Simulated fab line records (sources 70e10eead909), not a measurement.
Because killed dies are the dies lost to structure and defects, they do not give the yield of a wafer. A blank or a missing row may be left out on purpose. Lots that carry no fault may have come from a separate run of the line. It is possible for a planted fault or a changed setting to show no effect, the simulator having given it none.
Matching of chambers || flow nand-harc || pecvd-03 running NHARC_P_M1_DEP_33: 3 sister chambers
The step deposits SiCN, target thk 30 nm. 3 wafers are shown with their chamber, then 7 later ones without.

== WAFERS PAIRED WITH THEIR CHAMBERS ==
{"wafer": "L094.4", "chamber": 0, "heater-power-w (W)": 533}
{"wafer": "L095.1", "chamber": 1, "heater-power-w (W)": 535}
{"wafer": "L095.4", "chamber": 2, "heater-power-w (W)": 569}

== WAFERS WITHOUT THEIR CHAMBER ==
{"wafer": "L095.5", "heater-power-w (W)": 567}
{"wafer": "L097.1", "heater-power-w (W)": 523}
{"wafer": "L097.2", "heater-power-w (W)": 526}
{"wafer": "L097.3", "heater-power-w (W)": 559}
{"wafer": "L096.2", "heater-power-w (W)": 502}
{"wafer": "L096.4", "heater-power-w (W)": 569}
{"wafer": "L096.5", "heater-power-w (W)": 471}

== CHAMBER TAKEN BY EACH ==
{"wafer": "L095.5", "from the rows above": "can't be placed: 2 or 1 or 0", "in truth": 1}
{"wafer": "L097.1", "from the rows above": "can't be placed: 0 or 1 or 2", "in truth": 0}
{"wafer": "L097.2", "from the rows above": "can't be placed: 0 or 1 or 2", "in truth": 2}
{"wafer": "L097.3", "from the rows above": "can't be placed: 2 or 1 or 0", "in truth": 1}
{"wafer": "L096.2", "from the rows above": "can't be placed: 0 or 1 or 2", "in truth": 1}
{"wafer": "L096.4", "from the rows above": "can't be placed: 2 or 1 or 0", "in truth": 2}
{"wafer": "L096.5", "from the rows above": "can't be placed: 0 or 1 or 2", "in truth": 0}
Correctly placed: 0 of 7. Not placeable from these rows: 7 (in 7, the candidates include the true chamber). Number placed wrongly: 0.
How it was worked out, from the rows above alone: a wafer's distance from a chamber is the root of the sum, over the readings, of the square of ((its reading less the chamber's mean) divided by the reading's scatter). If the next closest chamber is less than 2 further off than the closest, the wafer can't be placed; otherwise it belongs to the closest. For every chamber, the mean is computed from those of its wafers that are shown. The scatter (one wafer shown for each chamber): square how far every hidden wafer sits from the nearest shown wafer, average those squares and take the square root.
